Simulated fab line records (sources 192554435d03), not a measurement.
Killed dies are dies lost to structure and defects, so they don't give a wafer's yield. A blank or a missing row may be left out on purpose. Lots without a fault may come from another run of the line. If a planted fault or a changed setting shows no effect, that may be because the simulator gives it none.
fab line records | flow n5-finfet
[record] lots = 7 wafers = 21
route steps=1938 shown MOL_CONTACT_COAG@523 BEOL_M0_SAQP@652 BEOL_M1@761 BEOL_M2@846 BEOL_M3@950
start-h: start of the lot's first displayed wafer, in hours after the record's first day | wait-h: hours from the lot's prior step to this one | " repeats the value in the row above | L1.1+2: several wafers, shown together as one row | - no value, or no start given | * or withheld: withheld | < > ~ a bound
route shown NAME@n: a module of which the file shows steps, and the number in the route of the first | usual: mean/standard deviation of fault-free wafers | same: alike in all rows | chamber/n: place in a boat | sites: the reading at each site | _std_site: the values' standard deviation | _edge_site: inner sites' mean taken away from outer sites' mean | radius-mm: how far each site lies from the wafer's centre | mask NAME#n: copy n | behind: tool/chamber where the wafer was last shaped | hold: the reason the lot was held/the length of the hold in hours/how it ended | device: transistor that didn't switch, given as n, p or np | end of line: the tests these same wafers got at the end of their route | a step without rows: its recipe alone | killed: dies that structure and defects cost at the first sort, which is not the same as the wafer's yield | map: a wafer's dies, marking killed ones x, the rest . and places with no die _
set.NAME: the run value of the setting; set.NAME@STEP: its run value at that earlier step | model.NAME: the simulator's own value behind a step, which no gauge read
lots with deliberately changed settings; one table per step, one row per wafer
[[steps]]
[step N5_MOL_CONTACT_COAG_EXPOSE_05]
[recipe] mask-id = CA na = 0.33 source-shape = annular sigma-inner = 0.4 sigma-outer = 0.8 polarization = unpolarized defocus-nm = 0 dose-mj = 38.25
// columns lot.wafer tool chamber start-h wait-h mask set.dose-mj
L081.2 euv-scanner-01 0 127.38 - CA#0 38.25
L081.4+5 " 0 " " CA#0 35.94
L082.1+4 euv-scanner-01 0 134.07 - CA#0 39.63
L082.5 " 0 " " CA#0 38.25
L084.3+5+6 euv-scanner-01 0 151.20 - CA#0 38.25
L088.1 euv-scanner-02 0 188.78 - CA#0 37.01
L088.2+5 " 0 " " CA#0 38.25
L090.1+6 euv-scanner-02 0 193.83 - CA#0 38.25
L090.2 " 0 " " CA#0 37.16
L096.1+2 euv-scanner-01 0 224.45 - CA#0 37.14
L096.5 " 0 " " CA#0 38.25
L097.3+4+6 euv-scanner-01 0 233.73 - CA#0 38.25
[step N5_MOL_CONTACT_COAG_PEB_06]
[recipe] peb-temp-c = 100 peb-time-s = 60 resist = CAR-EUV
[step N5_MOL_CONTACT_COAG_DEVELOP_07]
[recipe] develop-time-s = 30 developer = TMAH resist = CAR-EUV rinse-liquid = surfactant-rinse dry = air-spin dev-temp-c = 23
[step N5_MOL_CONTACT_COAG_DESCUM_13]
[recipe] chemistry = O2 time-s = 7 source-power-w = 50 bias-power-w = 20 pressure-mtorr = 20 rf-frequency-hz = 2.712e+07 temp-c = 40 resist = CAR-EUV o2-flow-sccm = 225
[step N5_MOL_CONTACT_COAG_ETCH_59]
[recipe] chemistry = N2/H2 target = underlayer target-depth-a = 130 mask-material = CAR-EUV time-s = 10.4 ion-energy-ev = 200 pressure-mtorr = 30 source-w = 840 bias-w = 150 n2-flow-sccm = 200 h2-flow-sccm = 200 ends = cleared
// columns lot.wafer tool chamber start-h wait-h set.dose-mj@MOL_CONTACT_COAG_EXPOSE_05 model.MOL_CONTACT_COAG.cd-offset-nm
L081.2 rie-diel-06 3 127.91 0.0 38.25 -0.4
L081.4+5 " 0 " " 35.94 -1.4
L082.1 rie-diel-02 1 134.35 0.0 39.63 0.8
L082.4 " 3 " " 39.63 0.6
L082.5 " 3 " " 38.25 -0.2
L084.3 rie-diel-06 0 151.48 0.0 38.25 -0.2
L084.5 " 2 " " 38.25 0.2
L084.6 " 3 " " 38.25 0
L088.1 rie-diel-06 1 189.07 0.0 37.01 -0.6
L088.2 " 3 " " 38.25 -0.2
L088.5 " 3 " " 38.25 0
L090.1+6 rie-diel-02 0,3 194.12 0.0 38.25 0
L090.2 " 2 " " 37.16 -0.8
L096.1+2 rie-diel-02 1,2 224.73 0.0 37.14 -0.8
L096.5 " 1 " " 38.25 -0.4
L097.3 rie-diel-05 1 234.12 0.0 38.25 0.2
L097.4 " 3 " " 38.25 0
L097.6 " 2 " " 38.25 -0.2
[step N5_MOL_CONTACT_COAG_ETCH_105]
[recipe] chemistry = CF4 target = SiARC target-depth-a = 156 mask-material = CAR-EUV time-s = 26 ion-energy-ev = 80 pressure-mtorr = 40 source-w = 545 bias-w = 36 Ar_flow_sccm = 100 cf4-flow-sccm = 100 ends = cleared
// columns lot.wafer tool chamber start-h wait-h set.dose-mj@MOL_CONTACT_COAG_EXPOSE_05 model.MOL_CONTACT_COAG.cd-offset-nm
L081.2 rie-diel-06 3 127.93 0.0 38.25 -0.4
L081.4 " 0 " " 35.94 -1.2
L081.5 " 0 " " 35.94 -1.4
L082.1 rie-diel-02 1 134.37 0.0 39.63 1
L082.4 " 3 " " 39.63 0.6
L082.5 " 3 " " 38.25 0
L084.3+6 rie-diel-06 0,3 151.50 0.0 38.25 0
L084.5 " 2 " " 38.25 0.2
L088.1 rie-diel-06 1 189.09 0.0 37.01 -0.8
L088.2 " 3 " " 38.25 -0.2
L088.5 " 3 " " 38.25 0
L090.1 rie-diel-02 0 194.14 0.0 38.25 0
L090.2 " 2 " " 37.16 -0.8
L090.6 " 3 " " 38.25 -0.2
L096.1+2 rie-diel-02 1,2 224.75 0.0 37.14 -0.8
L096.5 " 1 " " 38.25 -0.4
L097.3 rie-diel-05 1 234.14 0.0 38.25 0.2
L097.4+6 " 3,2 " " 38.25 -0.2
[step N5_MOL_CONTACT_COAG_CONTACT_ETCH_14]
[recipe] chemistry = C4F6/O2 target = SiO2 target-depth-a = 275 overetch-a = 85 mask-material = SOC pressure-mtorr = 30 source-w = 370 bias-w = 185 Ar_flow_sccm = 300 C4F6_flow_sccm = 16 O2_flow_sccm = 10 time-s = 20 ion-energy-ev = 259.6
[usual] rf-vpp-V = 694/3.3
// columns lot.wafer tool chamber start-h wait-h set.source-w rf-vpp-V
L081.2 rie-diel-06 3 128.06 0.0 370 696
L081.4 " 0 " " 370 699
L081.5 " 0 " " 370 699
L082.1 rie-diel-02 1 134.50 0.0 412.5 675
L082.4 " 3 " " 412.5 671
L082.5 " 3 " " 370 694
L084.3 rie-diel-06 0 151.63 0.0 370 699
L084.5 " 2 " " 432.7 648
L084.6 " 3 " " 432.7 669
L088.1 rie-diel-06 1 189.22 0.0 390.1 673
L088.2 " 3 " " 370 697
L088.5 " 3 " " 390.1 689
L090.1 rie-diel-02 0 194.26 0.0 370 690
L090.2 " 2 " " 305.8 744
L090.6 " 3 " " 305.8 734
L096.1 rie-diel-02 1 224.88 0.0 391 685
L096.2 " 2 " " 391 691
L096.5 " 1 " " 370 696
L097.3 rie-diel-05 1 234.26 0.0 370 690
L097.4 " 3 " " 370 691
L097.6 " 2 " " 370 692
[step N5_MOL_CONTACT_COAG_EXPOSE_81]
[recipe] mask-id = VG na = 0.33 source-shape = annular sigma-inner = 0.3 sigma-outer = 0.7 polarization = unpolarized defocus-nm = 0 dose-mj = 59.5
// columns lot.wafer tool chamber start-h wait-h mask set.dose-mj
L081.2+5 euv-scanner-01 0 137.55 - VG#0 59.5
L081.4 " 0 " " VG#0 62.95
L082.1+4 euv-scanner-01 0 145.08 - VG#0 59.5
L082.5 " 0 " " VG#0 57.39
L084.3+5 euv-scanner-01 0 163.28 - VG#0 55.16
L084.6 " 0 " " VG#0 59.5
L088.1+2 euv-scanner-01 0 199.69 - VG#0 59.5
L088.5 " 0 " " VG#0 62.5
L090.1+2+6 euv-scanner-02 0 202.29 - VG#0 59.5
L096.1+5 euv-scanner-01 0 234.00 - VG#0 63.06
L096.2 " 0 " " VG#0 59.5
L097.3+4+6 euv-scanner-02 0 242.86 - VG#0 59.5
[step N5_MOL_CONTACT_COAG_PEB_82]
[recipe] peb-temp-c = 100 peb-time-s = 60 resist = CAR-EUV
[step N5_MOL_CONTACT_COAG_DEVELOP_83]
[recipe] develop-time-s = 30 developer = TMAH resist = CAR-EUV rinse-liquid = surfactant-rinse dry = air-spin dev-temp-c = 23
[step N5_MOL_CONTACT_COAG_CD_MEAS_84]
[recipe] target-cd-nm = 25.1 landing-energy-ev = 500 detector = se-inlens polarity = opening
[usual] cd-nm = 25.13/0.24
// columns lot.wafer tool chamber start-h wait-h set.dose-mj@MOL_CONTACT_COAG_EXPOSE_81 cd-nm
L081.2 cd-sem-03 0 137.69 - 59.5 25.11
L081.4 " 0 " " 62.95 26.02
L081.5 " 0 " " 59.5 25.04
L082.1 cd-sem-01 0 145.22 - 59.5 25.51
L082.4 " 0 " " 59.5 25.51
L082.5 " 0 " " 57.39 24.57
L084.3 cd-sem-01 0 163.40 - 55.16 23.79
L084.5 " 0 " " 55.16 23.20
L084.6 " 0 " " 59.5 25.19
L088.1 cd-sem-01 0 199.83 - 59.5 25.39
L088.2 " 0 " " 59.5 25.01
L088.5 " 0 " " 62.5 26.38
L090.1 cd-sem-03 0 202.44 - 59.5 25.31
L090.2 " 0 " " 59.5 25.19
L090.6 " 0 " " 59.5 24.89
L096.1 cd-sem-01 0 234.14 - 63.06 26.04
L096.2 " 0 " " 59.5 24.98
L096.5 " 0 " " 63.06 26.57
L097.3 cd-sem-01 0 242.99 - 59.5 25.80
L097.4 " 0 " " 59.5 25.31
L097.6 " 0 " " 59.5 25.53
[step N5_BEOL_M0_SAQP_DESCUM_19]
[recipe] chemistry = O2 time-s = 7.9 source-power-w = 50 bias-power-w = 20 pressure-mtorr = 20 rf-frequency-hz = 2.712e+07 temp-c = 40 resist = CAR-ArF o2-flow-sccm = 225
// columns lot.wafer tool chamber start-h wait-h set.time-s model.CAR-ArF_of_BEOL_M0_SAQP_COAT_08.thk-nm
L081.2 rie-diel-04 3 147.01 0.2 9.085 82.8
L081.4 " 2 " " 9.085 83
L081.5 " 3 " " 7.9 83.4
L082.1 rie-diel-03 1 154.65 0.0 7.9 83.4
L082.4 " 0 " " 6.619 84.4
L082.5 " 3 " " 7.9 83.6
L084.3 rie-diel-04 2 174.88 0.0 7.9 83.8
L084.5 " 0 " " 7.9 83.4
L084.6 " 1 " " 6.266 84.8
L088.1 rie-diel-04 3 213.40 0.0 7.9 83.2
L088.2+5 " 0,3 " " 6.413 83.8
L090.1+6 rie-diel-04 2 215.98 0.0 7.9 84
L090.2 " 0 " " 7.9 83.8
L096.1 rie-diel-04 3 244.90 0.1 8.827 82.8
L096.2 " 2 " " 8.827 83
L096.5 " 2 " " 7.9 83.2
L097.3+4 rie-diel-03 1 250.81 0.0 7.9 82.8
L097.6 " 3 " " 7.9 83
[step N5_BEOL_M1_EXPOSE_08]
[recipe] mask-id = M1 na = 0.33 source-shape = dipole sigma-inner = 0.369 sigma-outer = 0.767 polarization = unpolarized dose-mj = 33
// columns lot.wafer tool chamber start-h wait-h mask set.dose-mj
L081.2+5 euv-scanner-02 0 159.62 - M1#0 33
L081.4 " 0 " " M1#0 34.99
L082.1+5 euv-scanner-02 0 167.82 - M1#0 33
L082.4 " 0 " " M1#0 31.36
L084.3+5+6 euv-scanner-02 0 185.51 - M1#0 33
L088.1+2+5 euv-scanner-01 0 228.11 - M1#0 33
L090.1+2+6 euv-scanner-01 0 230.66 - M1#0 33
L096.1+2+5 euv-scanner-02 0 258.91 - M1#0 33
L097.3+4+6 euv-scanner-02 0 264.39 - M1#0 33
[step N5_BEOL_M1_PEB_09]
[recipe] peb-temp-c = 100 peb-time-s = 60 resist = CAR-EUV
[step N5_BEOL_M1_DEVELOP_10]
[recipe] develop-time-s = 30 developer = TMAH resist = CAR-EUV rinse-liquid = surfactant-rinse dry = air-spin dev-temp-c = 23
[step N5_BEOL_M1_CD_MEAS_11]
[recipe] target-cd-nm = 17.05 landing-energy-ev = 500 detector = se-inlens polarity = opening
[usual] cd-nm = 17.13/0.24
// columns lot.wafer tool chamber start-h wait-h set.dose-mj@BEOL_M1_EXPOSE_08 cd-nm
L081.2 cd-sem-03 0 159.74 - 33 16.96
L081.4 " 0 " " 34.99 18.37
L081.5 " 0 " " 33 17.21
L082.1 cd-sem-02 0 167.95 - 33 17.06
L082.4 " 0 " " 31.36 16.00
L082.5 " 0 " " 33 17.04
L084.3 cd-sem-01 0 185.62 - 33 16.85
L084.5 " 0 " " 33 17.04
L084.6 " 0 " " 33 17.28
L088.1 cd-sem-01 0 228.24 - 33 16.98
L088.2 " 0 " " 33 16.62
L088.5 " 0 " " 33 16.88
L090.1 cd-sem-02 0 230.79 - 33 16.99
L090.2 " 0 " " 33 17.13
L090.6 " 0 " " 33 16.78
L096.1 cd-sem-01 0 259.03 - 33 17.33
L096.2 " 0 " " 33 16.99
L096.5 " 0 " " 33 17.66
L097.3 cd-sem-02 0 264.50 - 33 16.82
L097.4 " 0 " " 33 17.29
L097.6 " 0 " " 33 17.04
[step N5_BEOL_M1_DESCUM_16]
[recipe] chemistry = O2 time-s = 7 source-power-w = 50 bias-power-w = 20 pressure-mtorr = 20 rf-frequency-hz = 2.712e+07 temp-c = 40 resist = CAR-EUV o2-flow-sccm = 225
[step N5_BEOL_M1_ETCH_74]
[recipe] chemistry = N2/H2 target = underlayer target-depth-a = 65 mask-material = CAR-EUV time-s = 5.2 ion-energy-ev = 200 pressure-mtorr = 30 source-w = 840 bias-w = 150 n2-flow-sccm = 200 h2-flow-sccm = 200 ends = cleared
// columns lot.wafer tool chamber start-h wait-h set.dose-mj@BEOL_M1_EXPOSE_08 model.BEOL_M1.cd-offset-nm
L081.2+5 rie-diel-03 3 159.96 0.0 33 0
L081.4 " 1 " " 34.99 1.2
L082.1+5 rie-diel-01 1,3 168.20 0.0 33 0.2
L082.4 " 0 " " 31.36 -1
L084.3 rie-diel-04 1 185.79 0.0 33 0.2
L084.5+6 " 3,2 " " 33 0
L088.1 rie-diel-04 2 228.40 0.0 33 -0.2
L088.2 " 0 " " 33 -0.4
L088.5 " 1 " " 33 0
L090.1 rie-diel-01 2 231.35 0.0 33 -0.2
L090.2 " 0 " " 33 0
L090.6 " 1 " " 33 0.2
L096.1+5 rie-diel-04 3,1 259.19 0.0 33 0.2
L096.2 " 1 " " 33 0.4
L097.3+4+6 rie-diel-04 3,0,0 264.66 0.0 33 0
[step N5_BEOL_M1_ETCH_63]
[recipe] chemistry = CF4 target = SiARC target-depth-a = 156 mask-material = CAR-EUV time-s = 26 ion-energy-ev = 80 pressure-mtorr = 40 source-w = 545 bias-w = 36 Ar_flow_sccm = 100 cf4-flow-sccm = 100 ends = cleared
// columns lot.wafer tool chamber start-h wait-h set.dose-mj@BEOL_M1_EXPOSE_08 model.BEOL_M1.cd-offset-nm
L081.2 rie-diel-03 3 159.98 0.0 33 0.2
L081.4 " 1 " " 34.99 1.4
L081.5 " 3 " " 33 0
L082.1+5 rie-diel-01 1,3 168.22 0.0 33 0.2
L082.4 " 0 " " 31.36 -0.8
L084.3 rie-diel-04 1 185.81 0.0 33 0.2
L084.5 " 3 " " 33 -0.2
L084.6 " 2 " " 33 0
L088.1+2 rie-diel-04 2,0 228.41 0.0 33 -0.2
L088.5 " 1 " " 33 0
L090.1 rie-diel-01 2 231.36 0.0 33 -0.2
L090.2+6 " 0,1 " " 33 0
L096.1+2 rie-diel-04 3,1 259.21 0.0 33 0.4
L096.5 " 1 " " 33 0.2
L097.3+6 rie-diel-04 3,0 264.68 0.0 33 0
L097.4 " 0 " " 33 0.2
[step N5_BEOL_M1_ETCH_64]
[recipe] chemistry = N2/H2 target = SOC target-depth-a = 750 overetch-a = 150 mask-material = SiARC temp-c = 40 time-s = 112.5 ion-energy-ev = 200 pressure-mtorr = 30 source-w = 840 bias-w = 150 n2-flow-sccm = 200 h2-flow-sccm = 200
// columns lot.wafer tool chamber start-h wait-h set.dose-mj@BEOL_M1_EXPOSE_08 model.BEOL_M1.cd-offset-nm
L081.2+5 rie-diel-03 3 160.01 0.0 33 -0.2
L081.4 " 1 " " 34.99 1.2
L082.1+5 rie-diel-01 1,3 168.25 0.0 33 0.4
L082.4 " 0 " " 31.36 -0.8
L084.3 rie-diel-04 1 185.84 0.0 33 0.2
L084.5+6 " 3,2 " " 33 -0.2
L088.1 rie-diel-04 2 228.44 0.0 33 -0.6
L088.2 " 0 " " 33 -0.2
L088.5 " 1 " " 33 0
L090.1 rie-diel-01 2 231.39 0.0 33 -0.4
L090.2+6 " 0,1 " " 33 0
L096.1+5 rie-diel-04 3,1 259.24 0.0 33 0.4
L096.2 " 1 " " 33 0.2
L097.3 rie-diel-04 3 264.70 0.0 33 0
L097.4 " 0 " " 33 0.4
L097.6 " 0 " " 33 0.2
[step N5_BEOL_M1_STRIP_65]
[recipe] chemistry = N2/H2 temp-c = 40 n2-flow-sccm = 200 h2-flow-sccm = 200 rf-frequency-hz = 6e+07
[step N5_BEOL_M1_STRIP_75]
[recipe] chemistry = N2/H2 temp-c = 40 n2-flow-sccm = 200 h2-flow-sccm = 200 rf-frequency-hz = 6e+07
[step N5_BEOL_M1_STRIP_66]
[recipe] chemistry = CF4 resist = SiARC power-w = 300 bias-power-w = 75 pressure-mtorr = 50 cf4-flow-sccm = 150 rf-frequency-hz = 6e+07
[step N5_BEOL_M1_HM_OPEN_17]
[recipe] chemistry = Cl2/BCl3 target-depth-a = 200 overetch-a = 60 target = TiN mask-material = SOC ion-energy-ev = 150 pressure-mtorr = 10 icp-w = 1000 bias-w = 126 Cl2_flow_sccm = 53.25 bcl3-flow-sccm = 21.75 Ar_flow_sccm = 25
// columns lot.wafer tool chamber start-h wait-h set.dose-mj@BEOL_M1_EXPOSE_08 model.BEOL_M1.cd-offset-nm
L081.2+5 rie-metal-03 1,0 160.18 0.0 33 -0.2
L081.4 " 1 " " 34.99 1.2
L082.1 rie-metal-01 0 168.42 0.0 33 0.2
L082.4 " 1 " " 31.36 -0.8
L082.5 " 0 " " 33 0.4
L084.3 rie-metal-01 1 186.03 0.1 33 0.2
L084.5 " 1 " " 33 0
L084.6 " 0 " " 33 -0.4
L088.1+2 rie-metal-01 1,0 228.62 0.0 33 -0.6
L088.5 " 1 " " 33 0
L090.1 rie-metal-02 0 231.57 0.0 33 -0.4
L090.2+6 " 1,0 " " 33 0
L096.1 rie-metal-03 1 259.40 0.0 33 0.4
L096.2+5 " 1 " " 33 0.2
L097.3 rie-metal-01 1 264.93 0.1 33 0.2
L097.4 " 1 " " 33 0.6
L097.6 " 1 " " 33 0.4
[step N5_BEOL_M2_COAT_62]
[recipe] resist = SiARC temp-c = 220 time-s = 60 spin-rpm = 1500 resist-thk-nm = 12
// columns lot.wafer tool chamber start-h wait-h set.spin-rpm model.SiARC_of_BEOL_M2_COAT_62.thk-nm
L081.2+4+5 litho-track-02 0 - - 1500 12
L082.1+4+5 litho-track-02 0 - - 1500 12
L084.3 litho-track-04 0 - - 1500 12
L084.5+6 " 0 " " 1387 12.4
L088.1 litho-track-01 0 - - 1554 11.8
L088.2 " 0 " " 1554 11.6
L088.5 " 0 " " 1500 12
L090.1+2+6 litho-track-02 0 - - 1500 12
L096.1+2+5 litho-track-04 0 - - 1500 12
L097.3+4+6 litho-track-01 0 - - 1500 12
[step N5_BEOL_M2_COAT_73]
[recipe] resist = underlayer temp-c = 205 time-s = 60 spin-rpm = 1500 resist-thk-nm = 5
[step N5_BEOL_M2_COAT_05]
[recipe] resist = CAR-EUV spin-rpm = 1500 resist-thk-nm = 30
[step N5_BEOL_M2_DESCUM_16]
[recipe] chemistry = O2 time-s = 7 source-power-w = 50 bias-power-w = 20 pressure-mtorr = 20 rf-frequency-hz = 2.712e+07 temp-c = 40 resist = CAR-EUV o2-flow-sccm = 225
[step N5_BEOL_M2_ETCH_74]
[recipe] chemistry = N2/H2 target = underlayer target-depth-a = 65 mask-material = CAR-EUV time-s = 5.2 ion-energy-ev = 200 pressure-mtorr = 30 source-w = 840 bias-w = 150 n2-flow-sccm = 200 h2-flow-sccm = 200 ends = cleared
[step N5_BEOL_M2_ETCH_63]
[recipe] chemistry = CF4 target = SiARC target-depth-a = 156 mask-material = CAR-EUV time-s = 26 ion-energy-ev = 80 pressure-mtorr = 40 source-w = 545 bias-w = 36 Ar_flow_sccm = 100 cf4-flow-sccm = 100 ends = cleared
// columns lot.wafer tool chamber start-h wait-h set.spin-rpm@BEOL_M2_COAT_62 model.etch.depth-nm
L081.2 rie-diel-02 3 169.99 0.0 1500 11.98
L081.4 " 0 " " 1500 11.93
L081.5 " 3 " " 1500 11.97
L082.1 rie-diel-06 0 178.85 0.0 1500 11.97
L082.4 " 1 " " 1500 12
L082.5 " 0 " " 1500 11.98
L084.3 rie-diel-05 1 200.29 0.0 1500 11.97
L084.5 " 2 " " 1387 12.41
L084.6 " 1 " " 1387 12.47
L088.1 rie-diel-06 0 236.46 0.0 1554 11.71
L088.2 " 2 " " 1554 11.68
L088.5 " 2 " " 1500 11.9
L090.1 rie-diel-06 3 242.24 0.0 1500 11.95
L090.2 " 2 " " 1500 11.99
L090.6 " 2 " " 1500 11.98
L096.1 rie-diel-06 0 268.44 0.0 1500 12
L096.2 " 2 " " 1500 11.98
L096.5 " 1 " " 1500 11.99
L097.3 rie-diel-06 1 274.83 0.0 1500 11.94
L097.4 " 0 " " 1500 11.92
L097.6 " 1 " " 1500 11.93
[step N5_BEOL_M3_ETCH_64]
[recipe] chemistry = N2/H2 target = SOC target-depth-a = 750 overetch-a = 150 mask-material = SiARC temp-c = 40 time-s = 112.5 ion-energy-ev = 200 pressure-mtorr = 30 source-w = 840 bias-w = 150 n2-flow-sccm = 200 h2-flow-sccm = 200
// columns lot.wafer tool chamber start-h wait-h set.time-s model.SiARC_of_BEOL_M3_COAT_62.thk-nm
L081.2+4+5 rie-diel-01 3,2,0 188.76 0.0 112.5 7
L082.1 rie-diel-01 3 189.00 0.0 119.8 6.4
L082.4 " 0 " " 119.8 6.6
L082.5 " 3 " " 112.5 6.8
L084.3 rie-diel-04 1 211.04 0.0 99.61 7.4
L084.5 " 1 " " 112.5 6.8
L084.6 " 2 " " 99.61 7.6
L088.1+2 rie-diel-01 3,2 247.65 0.0 93.08 7.8
L088.5 " 2 " " 112.5 6.8
L090.1 rie-diel-03 1 252.04 0.0 97.84 7.2
L090.2 " 3 " " 112.5 6.8
L090.6 " 3 " " 97.84 7.6
L096.1 rie-diel-03 2 286.40 0.0 112.5 6.4
L096.2 " 1 " " 91.58 7.6
L096.5 " 3 " " 112.5 6.8
L097.3+4+6 rie-diel-04 1,2,3 291.92 0.0 112.5 6.8
[[key]]
[split] step = N5_MOL_CONTACT_COAG_EXPOSE_05 setting = dose-mj stated = 38.25 by = wafer
[response] step = N5_MOL_CONTACT_COAG_ETCH_59 reading = model.MOL_CONTACT_COAG.cd-offset-nm change = +0.187 per = 1% r = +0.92
[response] step = N5_MOL_CONTACT_COAG_ETCH_105 reading = model.MOL_CONTACT_COAG.cd-offset-nm change = +0.18 per = 1% r = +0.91
[split] step = N5_MOL_CONTACT_COAG_CONTACT_ETCH_14 setting = source-w stated = 370 by = wafer
[response] step = N5_MOL_CONTACT_COAG_CONTACT_ETCH_14 reading = rf-vpp-V change = -2.43 per = 1% r = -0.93
[split] step = N5_MOL_CONTACT_COAG_EXPOSE_81 setting = dose-mj stated = 59.5 by = wafer
[response] step = N5_MOL_CONTACT_COAG_CD_MEAS_84 reading = cd-nm change = +0.218 per = 1% r = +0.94
[split] step = N5_BEOL_M0_SAQP_DESCUM_19 setting = time-s stated = 7.9 by = wafer
[response] step = N5_BEOL_M0_SAQP_DESCUM_19 reading = model.CAR-ArF_of_BEOL_M0_SAQP_COAT_08.thk-nm change = -0.0438 per = 1% r = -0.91
[split] step = N5_BEOL_M1_EXPOSE_08 setting = dose-mj stated = 33 by = wafer
[response] step = N5_BEOL_M1_CD_MEAS_11 reading = cd-nm change = +0.213 per = 1% r = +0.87
[response] step = N5_BEOL_M1_ETCH_74 reading = model.BEOL_M1.cd-offset-nm change = +0.216 per = 1% r = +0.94
[response] step = N5_BEOL_M1_ETCH_63 reading = model.BEOL_M1.cd-offset-nm change = +0.21 per = 1% r = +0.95
[response] step = N5_BEOL_M1_ETCH_64 reading = model.BEOL_M1.cd-offset-nm change = +0.236 per = 1% r = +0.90
[response] step = N5_BEOL_M1_HM_OPEN_17 reading = model.BEOL_M1.cd-offset-nm change = +0.228 per = 1% r = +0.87
[split] step = N5_BEOL_M2_COAT_62 setting = spin-rpm stated = 1500 by = wafer
[response] step = N5_BEOL_M2_COAT_62 reading = model.SiARC_of_BEOL_M2_COAT_62.thk-nm change = -0.0587 per = 1% r = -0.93
[response] step = N5_BEOL_M2_ETCH_63 reading = model.etch.depth-nm change = -0.0616 per = 1% r = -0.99
[split] step = N5_BEOL_M3_ETCH_64 setting = time-s stated = 112.5 by = wafer
[response] step = N5_BEOL_M3_ETCH_64 reading = model.SiARC_of_BEOL_M3_COAT_62.thk-nm change = -0.0544 per = 1% r = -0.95
